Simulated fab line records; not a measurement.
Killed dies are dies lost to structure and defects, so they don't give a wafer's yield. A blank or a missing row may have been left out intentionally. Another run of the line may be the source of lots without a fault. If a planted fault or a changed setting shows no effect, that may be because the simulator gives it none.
fab line records + flow n5-finfet
record
- lots=9
- wafers=27
- last-day=18
route steps=1938 shown FIN_CUT@177 STI_FIN_REVEAL@196 DUMMY_GATE@218 BEOL_M4@1111 PASSIVATION@1936
lots that met no fault: taken from a fault-free run of the same line
start-h: hours from the record's first day to the start of the lot's first wafer shown + wait-h: hours since the lot's step before + " the same as in the row above + L1.1+2: one row covering several wafers at once + - either no value or no given start + * or withheld: withheld + < > ~ a bound
route shown NAME@n: names a module that has steps shown in the file, with the first one's number in the route + usual: average and standard deviation across the fault-free wafers + same: alike in all rows + chamber/n: place in a boat + sites: each site's reading + _std_site: standard deviation across them + _edge_site: inner sites' mean taken away from outer sites' mean + radius-mm: how far each site lies from the wafer's centre + mask NAME#n: copy n + behind: the tool/chamber that last shaped the wafer + hold: reason for holding the lot/hours on hold/outcome of the hold + device: which transistor (n, p or np) failed to switch + end of line: the same wafers' tests at the end of the route + where a step has no rows: the recipe by itself + killed: at the first sort, the dies lost to defects and structure; wafer yield is something else + map: per-die view of a wafer (x killed, . not killed, _ where there is no die)
set.NAME: the run value of the setting; set.NAME@STEP: its run value at that earlier step + model.NAME: the simulator's own value behind a step, which no gauge read
a sample of lots followed through the steps of the route, with each step as a table and each wafer as a row
services: from which hour (start-h, from the record's first day; less than 0 if before it) a tool's chamber was out of use, for how many hours, and why
## steps
# step N5_FIN_CUT_CUT_ETCH_28
# recipe
- chemistry=HBr/Cl2/O2
- target=Si
- target-depth-a=60
- mask-material=SOC
- time-s=2.4
- ion-energy-ev=*
- bias-w=*
- pressure-mtorr=10
- icp-w=800
- HBr_flow_sccm=150
- Cl2_flow_sccm=80
- O2_flow_sccm=12
# usual
- O2_flow_sccm=12.00/0.035
- drypump-motor-current-A=5.4/0.56
- mfc-cl2-sccm=79.96/0.23
- oes_o_777_au=1.00/0.035
- oes-product-au=0.992/0.014
- throttle-valve-pct=37.05/0.26
| lot.wafer | tool      | chamber | start-h | wait-h | O2_flow_sccm | drypump-motor-current-A | mfc-cl2-sccm | oes_o_777_au | oes-product-au | rf-hours-counter-h | throttle-valve-pct |
|-----------|-----------|---------|---------|--------|--------------|-------------------------|--------------|--------------|----------------|--------------------|--------------------|
| L741.2    | rie-si-05 | 0       | 27.49   | 0.0    | 12.01        | 5.0                     | 79.99        | 1.00         | 1.005          | 201                | 37.14              |
| L741.3    | "         | 3       | "       | "      | 12.02        | 4.8                     | 79.83        | 1.01         | 0.977          | 144                | 37.36              |
| L741.6    | "         | 2       | "       | "      | 12.01        | 5.1                     | 79.94        | 1.01         | 0.998          | -                  | 37.20              |
| L743.2    | rie-si-03 | 0       | 39.74   | 0.0    | 11.99        | 5.0                     | 79.77        | 1.04         | 0.982          | 22                 | 36.62              |
| L743.5    | "         | 0       | "       | "      | 11.96        | 5.0                     | 79.87        | 1.02         | 0.981          | -                  | 36.64              |
| L743.6    | "         | 3       | "       | "      | 11.98        | 6.6                     | 80.20        | 1.05         | 0.999          | -                  | 36.91              |
| L751.3    | rie-si-05 | 1       | 86.68   | 0.0    | 11.97        | 5.8                     | 80.30        | 0.95         | 1.001          | 57                 | 36.79              |
| L751.4    | "         | 2       | "       | "      | 11.98        | 5.1                     | 79.99        | 1.01         | 0.992          | 65                 | 37.18              |
| L751.6    | "         | 3       | "       | "      | 12.00        | 4.8                     | 80.38        | 1.01         | 0.976          | -                  | 37.37              |
| L752.3    | rie-si-03 | 2       | 93.35   | 0.0    | 12.02        | 6.3                     | 79.95        | 1.03         | 0.991          | 38                 | 37.37              |
| L752.5    | "         | 3       | "       | "      | 11.95        | 6.6                     | 79.83        | 1.04         | 0.996          | -                  | 36.92              |
| L752.6    | "         | 2       | "       | "      | 12.00        | 6.2                     | 79.64        | 1.02         | 0.993          | -                  | 37.36              |
| L757.1    | rie-si-05 | 1       | 125.91  | 0.0    | 11.98        | 5.8                     | 79.85        | 0.94         | 0.999          | 57                 | 36.80              |
| L757.3    | "         | 0       | "       | "      | 11.99        | 5.0                     | 79.64        | 1.00         | 0.998          | 1                  | 36.79              |
| L757.5    | "         | 0       | "       | "      | 12.06        | 5.0                     | 80.00        | 1.00         | 1.000          | -                  | 36.79              |
| L761.3    | rie-si-05 | 3       | 148.70  | 0.0    | 12.02        | 4.8                     | 79.85        | 1.01         | 0.970          | 146                | 37.37              |
| L761.5    | "         | 1       | "       | "      | 11.98        | 5.8                     | 80.38        | 0.95         | 1.007          | -                  | 36.79              |
| L761.6    | "         | 0       | "       | "      | 12.00        | 5.0                     | 80.20        | 0.99         | 0.996          | -                  | 36.78              |
| L762.1    | rie-si-02 | 0       | 153.15  | 0.0    | 11.96        | 5.2                     | 80.15        | 1.02         | 1.021          | 159                | 37.10              |
| L762.3    | "         | 1       | "       | "      | 11.96        | 5.6                     | 79.85        | 1.03         | 0.992          | 86                 | 37.10              |
| L762.6    | "         | 1       | "       | "      | 11.99        | 5.5                     | 80.22        | 1.02         | 0.991          | -                  | 37.08              |
| L763.1    | rie-si-05 | 0       | 159.78  | 0.0    | 12.02        | 5.0                     | 80.27        | 0.99         | 1.002          | 1                  | 36.77              |
| L763.4    | "         | 2       | "       | "      | 12.09        | 5.2                     | 79.90        | 1.02         | 0.991          | 67                 | 37.21              |
| L763.5    | "         | 3       | "       | "      | 12.02        | 4.8                     | 79.71        | 1.02         | 0.969          | -                  | 37.37              |
| L764.1    | rie-si-05 | 1       | 165.40  | 0.0    | 12.00        | 5.8                     | 79.90        | 0.95         | 1.002          | 58                 | 36.80              |
| L764.3    | "         | 2       | "       | "      | 12.02        | 5.2                     | 80.04        | 1.01         | 0.988          | 67                 | 37.22              |
| L764.6    | "         | 0       | "       | "      | 11.97        | 5.0                     | 79.76        | 1.00         | 1.013          | -                  | 36.77              |
# step N5_STI_FIN_REVEAL_RECESS_09
# recipe
- chemistry=HF/NH3
- target=SiO2
- afs-cycles=11
- target-depth-a=425
- temp-c=30
- sublimation-temp-c=180
- sublimation-time-s=60
# usual
- drypump-motor-current-A=5.95/0.14
| lot.wafer | tool          | chamber | start-h | wait-h | drypump-motor-current-A |
|-----------|---------------|---------|---------|--------|-------------------------|
| L741.2    | vapor-etch-02 | 0       | 33.64   | 0.0    | 6.12                    |
| L741.3    | "             | 1       | "       | "      | 5.87                    |
| L741.6    | "             | 1       | "       | "      | 5.86                    |
| L743.2    | vapor-etch-01 | 0       | 46.97   | 0.0    | 5.80                    |
| L743.5    | "             | 1       | 48.03   | 1.1    | 6.03                    |
| L743.6    | "             | 0       | "       | "      | 5.79                    |
| L751.3    | vapor-etch-01 | 0       | 93.37   | 0.6    | 5.79                    |
| L751.4    | "             | 1       | "       | "      | 6.04                    |
| L751.6    | "             | 1       | "       | "      | 6.01                    |
| L752.3    | vapor-etch-02 | 1       | 100.10  | 0.6    | 5.86                    |
| L752.5    | "             | 0       | "       | "      | 6.12                    |
| L752.6    | "             | 1       | "       | "      | 5.85                    |
| L757.1    | vapor-etch-01 | 1       | 132.04  | 0.0    | 6.03                    |
| L757.3    | "             | 1       | "       | "      | 6.00                    |
| L757.5    | "             | 0       | "       | "      | 5.80                    |
| L761.3    | vapor-etch-01 | 0       | 155.56  | 0.6    | 5.80                    |
| L761.5    | "             | 0       | "       | "      | 5.78                    |
| L761.6    | "             | 1       | "       | "      | 6.02                    |
| L762.1    | vapor-etch-01 | 1       | 159.39  | 0.0    | 6.01                    |
| L762.3    | "             | 0       | "       | "      | 5.79                    |
| L762.6    | "             | 0       | "       | "      | 5.78                    |
| L763.1    | vapor-etch-02 | 0       | 166.15  | 0.0    | 6.13                    |
| L763.4    | "             | 1       | "       | "      | 5.85                    |
| L763.5    | "             | 0       | "       | "      | 6.13                    |
| L764.1    | vapor-etch-01 | 0       | 171.64  | 0.0    | 5.79                    |
| L764.3    | "             | 1       | "       | "      | 6.01                    |
| L764.6    | "             | 1       | "       | "      | 6.06                    |
# step N5_STI_FIN_REVEAL_CD_MEAS_22
# recipe
- target-cd-nm=6.238
- pitch-nm=28
- polarity=line
# usual
- cd-nm=6.26/0.27
| lot.wafer | tool      | chamber | start-h | wait-h | cd-nm |
|-----------|-----------|---------|---------|--------|-------|
| L741.2    | cd-sem-01 | -       | 36.84   | 0.0    | 6.39  |
| L741.3    | "         | -       | "       | "      | 6.55  |
| L741.6    | "         | -       | "       | "      | 6.46  |
| L743.2    | cd-sem-02 | -       | 49.97   | 0.0    | 6.37  |
| L743.5    | "         | -       | "       | "      | 5.92  |
| L743.6    | "         | -       | "       | "      | 5.85  |
| L751.3    | cd-sem-02 | -       | 95.51   | 0.0    | 6.34  |
| L751.4    | "         | -       | "       | "      | 6.22  |
| L751.6    | "         | -       | "       | "      | 6.17  |
| L752.3    | cd-sem-01 | -       | 102.27  | 0.0    | 6.26  |
| L752.5    | "         | -       | "       | "      | 6.26  |
| L752.6    | "         | -       | "       | "      | 6.40  |
| L757.1    | cd-sem-02 | -       | 134.78  | 0.0    | 5.95  |
| L757.3    | "         | -       | "       | "      | 6.82  |
| L757.5    | "         | -       | "       | "      | 6.24  |
| L761.3    | cd-sem-02 | -       | 157.71  | 0.0    | 6.13  |
| L761.5    | "         | -       | "       | "      | 6.04  |
| L761.6    | "         | -       | "       | "      | 6.03  |
| L762.1    | cd-sem-02 | -       | 162.06  | 0.0    | 6.26  |
| L762.3    | "         | -       | "       | "      | 6.45  |
| L762.6    | "         | -       | "       | "      | 7.01  |
| L763.1    | cd-sem-01 | -       | 168.89  | 0.0    | 6.44  |
| L763.4    | "         | -       | "       | "      | 6.43  |
| L763.5    | "         | -       | "       | "      | 6.46  |
| L764.1    | cd-sem-02 | -       | 174.66  | 0.0    | 6.41  |
| L764.3    | "         | -       | "       | "      | 6.54  |
| L764.6    | "         | -       | "       | "      | 6.26  |
# step N5_STI_FIN_REVEAL_FIN_H_MEAS_10
# usual
- trench-depth-nm=52.0/0.71
| lot.wafer | tool   | chamber | start-h | wait-h | trench-depth-nm |
|-----------|--------|---------|---------|--------|-----------------|
| L741.2    | ocd-01 | -       | 36.87   | 0.0    | 52.4            |
| L741.3    | "      | -       | "       | "      | 52.0            |
| L741.6    | "      | -       | "       | "      | 52.6            |
| L743.2    | ocd-01 | -       | 50.00   | 0.0    | 52.1            |
| L743.5    | "      | -       | "       | "      | 52.8            |
| L743.6    | "      | -       | "       | "      | 52.0            |
| L751.3    | ocd-02 | -       | 95.54   | 0.0    | 52.4            |
| L751.4    | "      | -       | "       | "      | 52.5            |
| L751.6    | "      | -       | "       | "      | 52.8            |
| L752.3    | ocd-02 | -       | 102.30  | 0.0    | 40.2            |
| L752.5    | "      | -       | "       | "      | 40.5            |
| L752.6    | "      | -       | "       | "      | 40.8            |
| L757.1    | ocd-02 | -       | 134.81  | 0.0    | 52.1            |
| L757.3    | "      | -       | "       | "      | 50.7            |
| L757.5    | "      | -       | "       | "      | 51.9            |
| L761.3    | ocd-02 | -       | 157.74  | 0.0    | 51.0            |
| L761.5    | "      | -       | "       | "      | 51.7            |
| L761.6    | "      | -       | "       | "      | 50.6            |
| L762.1    | ocd-02 | -       | 162.09  | 0.0    | 52.3            |
| L762.3    | "      | -       | "       | "      | 50.8            |
| L762.6    | "      | -       | "       | "      | 52.3            |
| L763.1    | ocd-01 | -       | 168.92  | 0.0    | 51.4            |
| L763.4    | "      | -       | "       | "      | 52.0            |
| L763.5    | "      | -       | "       | "      | 52.4            |
| L764.1    | ocd-02 | -       | 174.69  | 0.0    | 52.6            |
| L764.3    | "      | -       | "       | "      | 51.3            |
| L764.6    | "      | -       | "       | "      | 51.8            |
# step N5_DUMMY_GATE_CMP_04
# recipe
- material=a-Si
- post-cmp-clean=alkaline-brush
# usual
- motor-current-A=10.2/0.92
- time-to-endpoint-s=14.2/2.3
| lot.wafer | tool   | chamber | start-h | wait-h | motor-current-A | time-to-endpoint-s |
|-----------|--------|---------|---------|--------|-----------------|--------------------|
| L741.2    | cmp-04 | 1       | 40.91   | 0.0    | 9.9             | 15.6               |
| L741.3    | "      | 0       | "       | "      | 9.5             | 14.9               |
| L741.6    | "      | 1       | "       | "      | 10.3            | 13.0               |
| L743.2    | cmp-03 | 0       | 55.21   | 0.1    | 10.9            | 15.5               |
| L743.6    | "      | 2       | "       | "      | 11.6            | 12.1               |
| L743.5    | "      | 3       | "       | "      | 10.9            | 12.8               |
| L751.3    | cmp-04 | 3       | 100.06  | 0.1    | 10.1            | 14.8               |
| L751.4    | "      | 0       | "       | "      | 9.2             | 16.5               |
| L751.6    | "      | 3       | "       | "      | 10.8            | 14.2               |
| L752.3    | cmp-04 | 1       | 106.52  | 0.1    | 9.5             | 13.6               |
| L752.6    | "      | 2       | "       | "      | 11.2            | 15.6               |
| L752.5    | "      | 3       | "       | "      | 10.2            | 15.5               |
| L757.1    | cmp-04 | 0       | 138.83  | 0.0    | 9.4             | 15.2               |
| L757.3    | "      | 2       | "       | "      | 10.6            | 15.5               |
| L757.5    | "      | 1       | "       | "      | 10.3            | 14.3               |
| L761.3    | cmp-02 | 3       | 163.71  | 0.1    | 10.8            | 17.3               |
| L761.6    | "      | 1       | "       | "      | 8.8             | 14.1               |
| L761.5    | "      | 2       | "       | "      | 9.6             | 13.3               |
| L762.1    | cmp-03 | 3       | 167.34  | 0.1    | 10.6            | 15.8               |
| L762.3    | "      | 0       | "       | "      | 9.9             | 21.5               |
| L762.6    | "      | 3       | "       | "      | 10.5            | 14.9               |
| L763.4    | cmp-03 | 2       | 173.20  | 0.1    | 11.8            | 14.0               |
| L763.1    | "      | 3       | "       | "      | 10.5            | 14.2               |
| L763.5    | "      | 1       | "       | "      | 8.8             | 12.7               |
| L764.1    | cmp-03 | 1       | 178.81  | 0.1    | 8.4             | 13.5               |
| L764.3    | "      | 2       | "       | "      | 12.0            | 14.0               |
| L764.6    | "      | 0       | "       | "      | 10.8            | 15.3               |
# step N5_BEOL_M4_RC_MEAS_101
# usual
- DIBL_N=36.2/1.6
- DIBL_P=36.5/1.9
- IOFF_N=0.158/0.027
- IOFF_P=0.21/0.038
- ION_N=675/12
- ION_P=464/8.9
- SS_N=71.5/0.61
- SS_P=73.4/0.59
- VT_N=250.4/3
- VT_P=-250/3.6
| lot.wafer | tool      | chamber | start-h | wait-h | DIBL_N[mV/V] | DIBL_P[mV/V] | IOFF_N[nA/um] | IOFF_P[nA/um] | ION_N[uA/um] | ION_P[uA/um] | SS_N[mV/dec] | SS_P[mV/dec] | VT_N[mV] | VT_P[mV] |
|-----------|-----------|---------|---------|--------|--------------|--------------|---------------|---------------|--------------|--------------|--------------|--------------|----------|----------|
| L741.2    | prober-02 | 0       | 167.34  | 0.2    | 34.3         | 35.5         | 0.138         | 0.19          | 668          | 457          | 70.9         | 72.3         | 252.3    | -251     |
| L741.3    | "         | 0       | "       | "      | 36.1         | 38.0         | 0.161         | 0.24          | 682          | 466          | 71.5         | 72.9         | 252.3    | -251     |
| L741.6    | "         | 0       | "       | "      | 36.9         | 38.7         | 0.184         | 0.25          | 688          | 465          | 72.0         | 73.2         | 249.9    | -246     |
| L743.2    | prober-01 | 0       | 170.34  | 0.2    | 35.1         | 35.1         | 0.140         | 0.18          | 670          | 458          | 71.4         | 73.4         | 250.7    | -254     |
| L743.5    | "         | 0       | "       | "      | 34.4         | 34.7         | 0.130         | 0.18          | 663          | 461          | 70.9         | 73.1         | 255.0    | -254     |
| L743.6    | "         | 0       | "       | "      | 34.1         | 33.3         | 0.114         | 0.16          | 656          | 449          | 71.2         | 72.0         | 254.7    | -255     |
| L751.3    | prober-01 | 0       | 217.45  | 0.3    | 35.0         | 35.7         | 0.139         | 0.19          | 672          | 468          | 71.4         | 73.3         | 252.1    | -252     |
| L751.4    | "         | 0       | "       | "      | 35.1         | 35.6         | 0.144         | 0.20          | 683          | 468          | 71.3         | 72.9         | 252.2    | -251     |
| L751.6    | "         | 0       | "       | "      | 34.2         | 33.3         | 0.128         | 0.17          | 671          | 462          | 70.5         | 73.1         | 254.2    | -252     |
| L752.3    | prober-01 | 0       | 227.77  | 0.3    | 34.9         | 35.8         | 0.142         | 0.19          | 671          | 463          | 70.5         | 73.5         | 251.0    | -250     |
| L752.5    | "         | 0       | "       | "      | 36.5         | 37.3         | 0.175         | 0.20          | 691          | 464          | 70.8         | 73.8         | 245.7    | -251     |
| L752.6    | "         | 0       | "       | "      | 38.2         | 39.0         | 0.209         | 0.25          | 705          | 474          | 72.8         | 73.6         | 246.5    | -246     |
| L757.1    | prober-02 | 0       | 276.81  | 0.0    | 36.2         | 35.3         | 0.141         | 0.18          | 677          | 464          | 70.7         | 73.0         | 250.3    | -253     |
| L757.3    | "         | 0       | "       | "      | 35.3         | 34.9         | 0.142         | 0.18          | 668          | 460          | 71.1         | 72.6         | 249.4    | -252     |
| L757.5    | "         | 0       | "       | "      | 35.5         | 35.6         | 0.138         | 0.18          | 685          | 457          | 71.1         | 73.1         | 251.5    | -254     |
| L762.1    | prober-02 | 0       | 302.58  | 0.0    | 35.7         | 35.7         | 0.158         | 0.18          | 677          | 459          | 71.2         | 72.7         | 248.8    | -254     |
| L762.3    | "         | 0       | "       | "      | 36.8         | 38.1         | 0.175         | 0.23          | 666          | 457          | 71.6         | 73.8         | 247.5    | -250     |
| L762.6    | "         | 0       | "       | "      | 35.6         | 36.5         | 0.165         | 0.20          | 677          | 468          | 71.4         | 72.8         | 248.2    | -251     |
| L761.3    | prober-02 | 0       | 307.86  | 0.3    | 38.4         | 36.8         | 0.179         | 0.26          | 673          | 468          | 72.1         | 73.3         | 249.6    | -247     |
| L761.5    | "         | 0       | "       | "      | 37.6         | 36.5         | 0.163         | 0.25          | 666          | 467          | 72.0         | 74.1         | 249.4    | -247     |
| L761.6    | "         | 0       | "       | "      | 37.1         | 35.7         | 0.161         | 0.22          | 658          | 457          | 72.8         | 73.2         | 253.0    | -247     |
| L764.1    | prober-01 | 0       | 313.01  | 0.0    | 38.4         | 38.9         | 0.223         | 0.30          | 690          | 478          | 73.0         | 74.6         | 246.9    | -245     |
| L764.3    | "         | 0       | "       | "      | 36.2         | 36.3         | 0.157         | 0.23          | 666          | 461          | 71.9         | 73.7         | 252.2    | -248     |
| L764.6    | "         | 0       | "       | "      | 36.0         | 35.3         | 0.158         | 0.21          | 675          | 461          | 71.6         | 72.9         | 252.8    | -252     |
| L763.1    | prober-02 | 0       | 320.57  | 0.0    | 35.0         | 34.8         | 0.149         | 0.22          | 664          | 463          | 71.1         | 72.8         | 250.4    | -248     |
| L763.4    | "         | 0       | "       | "      | 34.2         | 34.5         | 0.141         | 0.22          | 686          | 482          | 70.4         | 73.0         | 249.9    | -248     |
| L763.5    | "         | 0       | "       | "      | 32.9         | 33.3         | 0.116         | 0.19          | 666          | 469          | 71.3         | 73.1         | 252.7    | -251     |
# step N5_PASSIVATION_PROBE_49
# usual
- defect-limited-yield=91.3/1.7
- killed_at_M0_to_M3=33/11
- killed_at_M4_up=14/5.5
- killed-at-contacts=13/6.5
- killed-at-front-end=39/13
- killed-at-other=3.4/2.9
- killed-dies=103/20
- killed-open=69/15
- killed-short=32/8.1
- sort_bin_5_function=5.1/1.1
- sort_bin_6_memory=3.3/0.74
- sort-n-pass=1077/20
- sort-yield-pct=91.3/1.7
# same
- gross-dies=1180
- killed-at-back-side=0
- sort_bin_4_leakage[%]=0
- sort_bin_8_speed[%]=0
| lot.wafer | tool      | chamber | start-h | wait-h | defect-limited-yield[%] | killed_at_M0_to_M3 | killed_at_M4_up | killed-at-contacts | killed-at-front-end | killed-at-other | killed-dies | killed-open | killed-short | sort_bin_5_function[%] | sort_bin_6_memory[%] | sort-n-pass | sort-yield-pct[%] |
|-----------|-----------|---------|---------|--------|-------------------------|--------------------|-----------------|--------------------|---------------------|-----------------|-------------|-------------|--------------|------------------------|----------------------|-------------|-------------------|
| L752.3    | prober-01 | -       | 335.85  | 0.1    | 90.6                    | 71                 | 4               | 12                 | 23                  | 1               | 111         | 70          | 40           | 6.0                    | 3.3                  | 1069        | 90.6              |
| L752.5    | prober-01 | -       | 335.95  | 0.2    | 92.7                    | 28                 | 15              | 16                 | 23                  | 4               | 86          | 60          | 25           | 4.0                    | 3.0                  | 1094        | 92.7              |
| L752.6    | prober-01 | -       | 336.00  | 0.3    | 92.9                    | 35                 | 14              | 7                  | 27                  | 1               | 84          | 62          | 21           | 4.4                    | 2.5                  | 1096        | 92.9              |
| L751.3    | prober-02 | -       | 337.82  | 0.1    | 91.2                    | 50                 | 18              | 5                  | 27                  | 4               | 104         | 62          | 42           | 5.3                    | 3.1                  | 1076        | 91.2              |
| L751.4    | prober-02 | -       | 337.87  | 0.2    | 92.2                    | 44                 | 11              | 8                  | 28                  | 1               | 92          | 54          | 38           | 4.4                    | 2.7                  | 1088        | 92.2              |
| L751.6    | prober-02 | -       | 337.97  | 0.3    | 90.9                    | 51                 | 13              | 10                 | 31                  | 2               | 107         | 73          | 34           | 5.3                    | 3.3                  | 1073        | 90.9              |
| L761.3    | prober-02 | -       | 423.97  | 0.5    | 90.6                    | 22                 | 29              | 26                 | 34                  | 0               | 111         | 79          | 32           | 5.5                    | 3.7                  | 1069        | 90.6              |
| L761.5    | prober-02 | -       | 424.07  | 0.6    | 89.6                    | 29                 | 23              | 20                 | 46                  | 5               | 123         | 82          | 36           | 5.6                    | 4.2                  | 1057        | 89.6              |
| L761.6    | prober-02 | -       | 424.12  | 0.6    | 91.6                    | 21                 | 17              | 17                 | 41                  | 3               | 99          | 71          | 27           | 4.9                    | 3.4                  | 1081        | 91.6              |
| L763.1    | prober-02 | -       | 438.29  | 0.0    | 92.2                    | 28                 | 11              | 11                 | 40                  | 2               | 92          | 63          | 28           | 4.5                    | 3.0                  | 1088        | 92.2              |
| L763.4    | prober-02 | -       | 438.44  | 0.2    | 92.6                    | 21                 | 9               | 24                 | 32                  | 1               | 87          | 62          | 22           | 4.5                    | 2.7                  | 1093        | 92.6              |
| L763.5    | prober-02 | -       | 438.49  | 0.2    | 91.5                    | 43                 | 9               | 13                 | 34                  | 1               | 100         | 68          | 28           | 5.0                    | 3.3                  | 1080        | 91.5              |
# killed by level:class
L752.3 BEOL_M0_SAQP:geometric-particle:open=30 BEOL_M0_SAQP:geometric-particle:short=20 MOL_CONTACT_COAG:geometric-particle:open=8 DUMMY_GATE:geometric-particle:open=5 BEOL_M1:geometric-particle:open=5 BEOL_M1:geometric-particle:short=5 FIN_SAQP:geometric-particle:short=4 BEOL_M3:geometric-particle:open=4
L752.5 MOL_CONTACT_COAG:geometric-particle:open=13 FIN_SAQP:geometric-particle:open=11 BEOL_M0_SAQP:geometric-particle:short=9 BEOL_M0_SAQP:geometric-particle:open=7 BEOL_M4:geometric-particle:open=7 DUMMY_GATE:geometric-particle:open=5 BEOL_M1:geometric-particle:open=5 BEOL_M5:geometric-particle:open=4
L752.6 BEOL_M1:geometric-particle:open=10 BEOL_M0_SAQP:geometric-particle:open=8 FIN_SAQP:geometric-particle:open=6 MOL_CONTACT_COAG:geometric-particle:open=6 BEOL_M3:geometric-particle:open=6 BEOL_M0_SAQP:geometric-particle:short=5 BEOL_M5:geometric-particle:short=5 STI_FIN_REVEAL:geometric-particle:open=3
L751.3 BEOL_M0_SAQP:geometric-particle:short=16 BEOL_M4:geometric-particle:open=11 BEOL_M0_SAQP:geometric-particle:open=10 BEOL_M3:geometric-particle:open=8 ILD0:geometric-particle:short=6 BEOL_M2:geometric-particle:open=6 MOL_CONTACT_COAG:geometric-particle:open=4 BEOL_M2:geometric-particle:short=4
L751.4 BEOL_M0_SAQP:geometric-particle:short=14 BEOL_M3:geometric-particle:open=9 BEOL_M0_SAQP:geometric-particle:open=8 FIN_SAQP:geometric-particle:open=6 BEOL_M1:geometric-particle:open=5 MOL_CONTACT_COAG:geometric-particle:open=4 MOL_CONTACT_COAG:geometric-particle:short=4 STI_FIN_REVEAL:geometric-particle:short=3
L751.6 MOL_CONTACT_COAG:geometric-particle:open=9 BEOL_M3:geometric-particle:open=9 BEOL_M0_SAQP:geometric-particle:open=8 BEOL_M0_SAQP:geometric-particle:short=8 BEOL_M2:geometric-particle:open=8 ILD0:geometric-particle:open=6 BEOL_M3:geometric-particle:short=6 STI_FIN_REVEAL:geometric-particle:open=4
L761.3 MOL_CONTACT_COAG:geometric-particle:open=20 BEOL_M4:geometric-particle:open=15 BEOL_M2:geometric-particle:open=7 DUMMY_GATE:geometric-particle:open=6 MOL_CONTACT_COAG:geometric-particle:short=6 FIN_SAQP:geometric-particle:short=5 STI_FIN_REVEAL:geometric-particle:open=5 BEOL_M1:geometric-particle:open=5
L761.5 MOL_CONTACT_COAG:geometric-particle:open=17 BEOL_M4:geometric-particle:open=12 STI_FIN_REVEAL:geometric-particle:open=10 BEOL_M1:geometric-particle:open=8 FIN_SAQP:geometric-particle:short=6 FIN_SAQP:geometric-particle:open=6 BEOL_M2:geometric-particle:open=5 HKMG_FIN:area-etch=5
L761.6 MOL_CONTACT_COAG:geometric-particle:open=11 STI_FIN_REVEAL:geometric-particle:open=10 BEOL_M2:geometric-particle:open=7 FIN_SAQP:geometric-particle:open=6 DUMMY_GATE:geometric-particle:open=6 MOL_CONTACT_COAG:geometric-particle:short=6 BEOL_M0_SAQP:geometric-particle:open=6 BEOL_M8:geometric-particle:open=6
L763.1 STI_FIN_REVEAL:geometric-particle:open=14 MOL_CONTACT_COAG:geometric-particle:open=11 BEOL_M0_SAQP:geometric-particle:short=7 BEOL_M3:geometric-particle:open=7 FIN_SAQP:geometric-particle:short=6 FIN_SAQP:geometric-particle:open=5 BEOL_M4:geometric-particle:open=5 ILD0:geometric-particle:open=4
L763.4 MOL_CONTACT_COAG:geometric-particle:open=23 FIN_SAQP:geometric-particle:open=10 FIN_SAQP:geometric-particle:short=9 BEOL_M2:geometric-particle:open=6 BEOL_M0_SAQP:geometric-particle:open=4 BEOL_M0:geometric-particle:open=4 BEOL_M7:geometric-particle:open=3 STI_FIN_REVEAL:geometric-particle:open=2
L763.5 BEOL_M1:geometric-particle:open=19 FIN_SAQP:geometric-particle:open=10 MOL_CONTACT_COAG:geometric-particle:open=8 BEOL_M0_SAQP:geometric-particle:open=6 FIN_SAQP:geometric-particle:short=5 STI_FIN_REVEAL:geometric-particle:open=5 BEOL_M1:geometric-particle:short=5 BEOL_M3:geometric-particle:open=5
## services
| tool          | chamber | start-h | hours | kind                           |
|---------------|---------|---------|-------|--------------------------------|
| cmp-04        | -       | 26.15   | 1.2   | repair                         |
| cmp-02        | -       | 43.09   | 1.4   | repair                         |
| cmp-04        | -       | 56.32   | 4.0   | pm                             |
| rie-si-05     | 0       | 56.33   | -     | clean                          |
| rie-si-05     | 0       | 56.33   | 20.3  | scheduled-down                 |
| rie-si-05     | 0       | 56.33   | 20.3  | vent-cycle                     |
| cmp-04        | -       | 60.32   | -     | consumable-replace:conditioner |
| cmp-04        | -       | 60.32   | -     | consumable-replace:pad         |
| cmp-03        | -       | 63.78   | 3.1   | repair                         |
| cmp-03        | -       | 78.46   | 2.4   | repair                         |
| cmp-03        | -       | 84.40   | 12.4  | pm                             |
| rie-si-02     | 3       | 93.36   | 8.5   | repair                         |
| cmp-03        | -       | 98.44   | 2.0   | repair                         |
| cmp-03        | -       | 113.38  | 2.4   | repair                         |
| vapor-etch-02 | -       | 119.52  | 0.8   | repair                         |
| rie-si-02     | 1       | 120.26  | 2.0   | repair                         |
| vapor-etch-02 | 1       | 133.47  | 2.6   | repair                         |
| vapor-etch-01 | -       | 134.84  | 0.3   | repair                         |
| rie-si-05     | -       | 143.10  | 2.8   | pm                             |
| rie-si-03     | 1       | 144.77  | 7.9   | repair                         |
| cmp-02        | -       | 157.47  | 4.0   | pm                             |
| cmp-04        | -       | 160.14  | 5.4   | pm                             |
| cmp-02        | -       | 161.47  | -     | consumable-replace:conditioner |
| cmp-02        | -       | 167.32  | 0.3   | repair                         |
## key
first-sign
- step=N5_STI_FIN_REVEAL_FIN_H_MEAS_10
- reading=trench-depth-nm
- direction=down
- sigmas=16
- usual=52.0
- struck=40.5
effect none on later readings
met-at N5_STI_FIN_REVEAL_RECESS_09
struck-lots L752
struck-wafers L752.3,L752.5,L752.6
not-acting-at N5_FIN_CUT_CUT_ETCH_28,N5_STI_FIN_REVEAL_CD_MEAS_22,N5_DUMMY_GATE_CMP_04
onset-between 33.64 100.10
fault
- kind=process-parameter-drift
- tool=vapor-etch-02
- chamber=-
- onset-h=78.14
- steps=N5_STI_FIN_REVEAL_RECESS_09
- channel=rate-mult
- offset=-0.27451
- shape=step
- end-h=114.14
- scope=struck-wafers-only
